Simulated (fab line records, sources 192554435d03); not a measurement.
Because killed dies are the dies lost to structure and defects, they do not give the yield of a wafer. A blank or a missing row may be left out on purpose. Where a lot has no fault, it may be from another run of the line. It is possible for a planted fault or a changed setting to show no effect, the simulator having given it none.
Split-lot trial || flow n5Finfet || 7 lots, 21 wafers read, on a route of 1938 steps

ABOUT THE SPLIT
At N5_BEOL_M0_SAQP_PECVD_97 (deposits SiNx from SiH4/NH3/N2, target thk 23 nm, time 19.9 s), the setting timeS was moved away from the recipe's 19.9 s on 4 of the 21 wafers read, by -3.8% to +14.8%. The other wafers ran this setting at the recipe's value.

The reading comes from the split's own step.

THE READING
SiNx_of_BEOL_M0_SAQP_PECVD_97.thkNm (the simulator's own value, which no gauge read), in nm, at N5_BEOL_M0_SAQP_PECVD_97 (deposits SiNx from SiH4/NH3/N2, target thk 23 nm, time 19.9 s). There is no usual value for it anywhere in the file. Average 22.9 nm, standard deviation 0.34 nm, over the 17 wafers here run with the recipe.

{"wafer": "L075.1", "tool, chamber at the split": "pecvd-04, 2", "timeS as run, s": 19.9, "against the recipe": "recipe", "SiNx_of_BEOL_M0_SAQP_PECVD_97.thkNm, nm": 22.6, "against lot-mates on the recipe": "-"}
{"wafer": "L075.3", "tool, chamber at the split": "pecvd-04, 0,1", "timeS as run, s": 19.9, "against the recipe": "recipe", "SiNx_of_BEOL_M0_SAQP_PECVD_97.thkNm, nm": 22.8, "against lot-mates on the recipe": "-"}
{"wafer": "L075.6", "tool, chamber at the split": "pecvd-04, 0,1", "timeS as run, s": 19.9, "against the recipe": "recipe", "SiNx_of_BEOL_M0_SAQP_PECVD_97.thkNm, nm": 22.8, "against lot-mates on the recipe": "-"}
{"wafer": "L076.1", "tool, chamber at the split": "pecvd-02, 0", "timeS as run, s": 19.9, "against the recipe": "recipe", "SiNx_of_BEOL_M0_SAQP_PECVD_97.thkNm, nm": 22.8, "against lot-mates on the recipe": "-"}
{"wafer": "L076.2", "tool, chamber at the split": "pecvd-02, 2", "timeS as run, s": 19.9, "against the recipe": "recipe", "SiNx_of_BEOL_M0_SAQP_PECVD_97.thkNm, nm": 22.6, "against lot-mates on the recipe": "-"}
{"wafer": "L076.6", "tool, chamber at the split": "pecvd-02, 2", "timeS as run, s": 19.9, "against the recipe": "recipe", "SiNx_of_BEOL_M0_SAQP_PECVD_97.thkNm, nm": 23.2, "against lot-mates on the recipe": "-"}
{"wafer": "L085.4", "tool, chamber at the split": "pecvd-02, 2", "timeS as run, s": 19.9, "against the recipe": "recipe", "SiNx_of_BEOL_M0_SAQP_PECVD_97.thkNm, nm": 23.4, "against lot-mates on the recipe": "-"}
{"wafer": "L085.5", "tool, chamber at the split": "pecvd-02, 1", "timeS as run, s": 19.9, "against the recipe": "recipe", "SiNx_of_BEOL_M0_SAQP_PECVD_97.thkNm, nm": 23.8, "against lot-mates on the recipe": "-"}
{"wafer": "L085.6", "tool, chamber at the split": "pecvd-02, 0", "timeS as run, s": 19.9, "against the recipe": "recipe", "SiNx_of_BEOL_M0_SAQP_PECVD_97.thkNm, nm": 23, "against lot-mates on the recipe": "-"}
{"wafer": "L091.4", "tool, chamber at the split": "pecvd-04, 2", "timeS as run, s": 19.9, "against the recipe": "recipe", "SiNx_of_BEOL_M0_SAQP_PECVD_97.thkNm, nm": 22.6, "against lot-mates on the recipe": "-"}
{"wafer": "L091.5", "tool, chamber at the split": "pecvd-04, 1", "timeS as run, s": 19.9, "against the recipe": "recipe", "SiNx_of_BEOL_M0_SAQP_PECVD_97.thkNm, nm": 22.4, "against lot-mates on the recipe": "-"}
{"wafer": "L091.6", "tool, chamber at the split": "pecvd-04, 0", "timeS as run, s": 19.9, "against the recipe": "recipe", "SiNx_of_BEOL_M0_SAQP_PECVD_97.thkNm, nm": 22.8, "against lot-mates on the recipe": "-"}
{"wafer": "L094.1", "tool, chamber at the split": "pecvd-04, 1", "timeS as run, s": 19.9, "against the recipe": "recipe", "SiNx_of_BEOL_M0_SAQP_PECVD_97.thkNm, nm": 22.8, "against lot-mates on the recipe": "-"}
{"wafer": "L094.2", "tool, chamber at the split": "pecvd-04, 2", "timeS as run, s": 19.15, "against the recipe": "-3.8%", "SiNx_of_BEOL_M0_SAQP_PECVD_97.thkNm, nm": 21.8, "against lot-mates on the recipe": -1.0}
{"wafer": "L094.3", "tool, chamber at the split": "pecvd-04, 0", "timeS as run, s": 19.15, "against the recipe": "-3.8%", "SiNx_of_BEOL_M0_SAQP_PECVD_97.thkNm, nm": 22, "against lot-mates on the recipe": -0.8}
{"wafer": "L095.2", "tool, chamber at the split": "pecvd-02, 2", "timeS as run, s": 22.84, "against the recipe": "+14.8%", "SiNx_of_BEOL_M0_SAQP_PECVD_97.thkNm, nm": 26, "against lot-mates on the recipe": "+3.0"}
{"wafer": "L095.3", "tool, chamber at the split": "pecvd-02, 1", "timeS as run, s": 19.9, "against the recipe": "recipe", "SiNx_of_BEOL_M0_SAQP_PECVD_97.thkNm, nm": 23, "against lot-mates on the recipe": "-"}
{"wafer": "L095.6", "tool, chamber at the split": "pecvd-02, 0", "timeS as run, s": 22.84, "against the recipe": "+14.8%", "SiNx_of_BEOL_M0_SAQP_PECVD_97.thkNm, nm": 26.2, "against lot-mates on the recipe": "+3.2"}
{"wafer": "L097.1", "tool, chamber at the split": "pecvd-01, 2", "timeS as run, s": 19.9, "against the recipe": "recipe", "SiNx_of_BEOL_M0_SAQP_PECVD_97.thkNm, nm": 22.6, "against lot-mates on the recipe": "-"}
{"wafer": "L097.3", "tool, chamber at the split": "pecvd-01, 1", "timeS as run, s": 19.9, "against the recipe": "recipe", "SiNx_of_BEOL_M0_SAQP_PECVD_97.thkNm, nm": 23, "against lot-mates on the recipe": "-"}
{"wafer": "L097.4", "tool, chamber at the split": "pecvd-01, 1", "timeS as run, s": 19.9, "against the recipe": "recipe", "SiNx_of_BEOL_M0_SAQP_PECVD_97.thkNm, nm": 23.2, "against lot-mates on the recipe": "-"}
If several chambers appear in one row, that row covers several wafers at once and the file leaves open which wafer was in which chamber.

THE FIT
A straight line over all 21 wafers: SiNx_of_BEOL_M0_SAQP_PECVD_97.thkNm changes by +0.22 nm for each +1% of timeS; r = +0.96; the points scatter about the line by 0.33 nm.
The same after taking each lot's own level away (the mean of its wafers on the recipe; 21 wafers): +0.212 nm for each +1%; r = +0.98; scatter 0.21 nm.
The reading moves by 3.1 nm for the largest change in timeS, on that fit.
The span of the lots' own levels, 22.60 to 23.40 nm, comes to 2.4 times the standard deviation stated above.
The two slopes are in agreement: the lot-to-lot level therefore moves the slope only a little.
Check: for one of the wafers moved furthest among these (+14.8%), held out of the fit, the line's prediction against its lot-mates is +3.23 nm. Against them it came out at +3 nm.

FILE'S OWN FIT
SiNx_of_BEOL_M0_SAQP_PECVD_97.thkNm changes by +0.212 nm for each +1% of timeS, r = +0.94.
